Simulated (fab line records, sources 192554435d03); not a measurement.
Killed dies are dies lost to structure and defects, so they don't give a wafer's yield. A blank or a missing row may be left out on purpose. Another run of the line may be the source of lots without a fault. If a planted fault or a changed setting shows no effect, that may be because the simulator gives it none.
Matching of chambers / flow n5-finfet / N5_DUMMY_GATE_STRIP_48 on rie-diel-04 has 4 sister chambers
The step strips in N2/H2, time 20 s. 4 wafers are shown with their chamber, then 12 later ones without.

WAFERS, EACH WITH ITS CHAMBER
wafer=L082.1; chamber=0; drypump-motor-current-A (A)=6.3
wafer=L090.1; chamber=2; drypump-motor-current-A (A)=4.8
wafer=L090.2; chamber=1; drypump-motor-current-A (A)=5.4
wafer=L090.3; chamber=3; drypump-motor-current-A (A)=6.0

WAFERS MISSING THEIR CHAMBER
wafer=L092.4; drypump-motor-current-A (A)=4.8
wafer=L092.5; drypump-motor-current-A (A)=5.4
wafer=L092.6; drypump-motor-current-A (A)=4.7
wafer=L093.1; drypump-motor-current-A (A)=6.3
wafer=L093.4; drypump-motor-current-A (A)=5.4
wafer=L093.6; drypump-motor-current-A (A)=4.8
wafer=L096.1; drypump-motor-current-A (A)=6.3
wafer=L096.3; drypump-motor-current-A (A)=6.0
wafer=L096.4; drypump-motor-current-A (A)=4.8
wafer=L097.1; drypump-motor-current-A (A)=5.4
wafer=L097.3; drypump-motor-current-A (A)=6.3
wafer=L097.6; drypump-motor-current-A (A)=6.0

THE CHAMBER EACH PASSED THROUGH
wafer=L092.4; from the rows above=2; in truth=2
wafer=L092.5; from the rows above=1; in truth=1
wafer=L092.6; from the rows above=2; in truth=2
wafer=L093.1; from the rows above=0; in truth=0
wafer=L093.4; from the rows above=1; in truth=1
wafer=L093.6; from the rows above=2; in truth=2
wafer=L096.1; from the rows above=0; in truth=0
wafer=L096.3; from the rows above=3; in truth=3
wafer=L096.4; from the rows above=2; in truth=2
wafer=L097.1; from the rows above=1; in truth=1
wafer=L097.3; from the rows above=0; in truth=0
wafer=L097.6; from the rows above=3; in truth=3
Correctly placed: 12 of 12. From these rows, 0 cannot be placed. Placed wrongly: 0.
How it was worked out, from the rows above alone: a wafer's distance from a chamber is the root of the sum, over the readings, of the square of ((its reading less the chamber's mean) divided by the reading's scatter). The wafer belongs to the nearest chamber; if the next one is less than 2 further off, it can't be placed. A chamber's mean is the mean of its shown wafers. The scatter (one wafer shown for each chamber): square how far every hidden wafer sits from the nearest shown wafer, average those squares and take the square root.
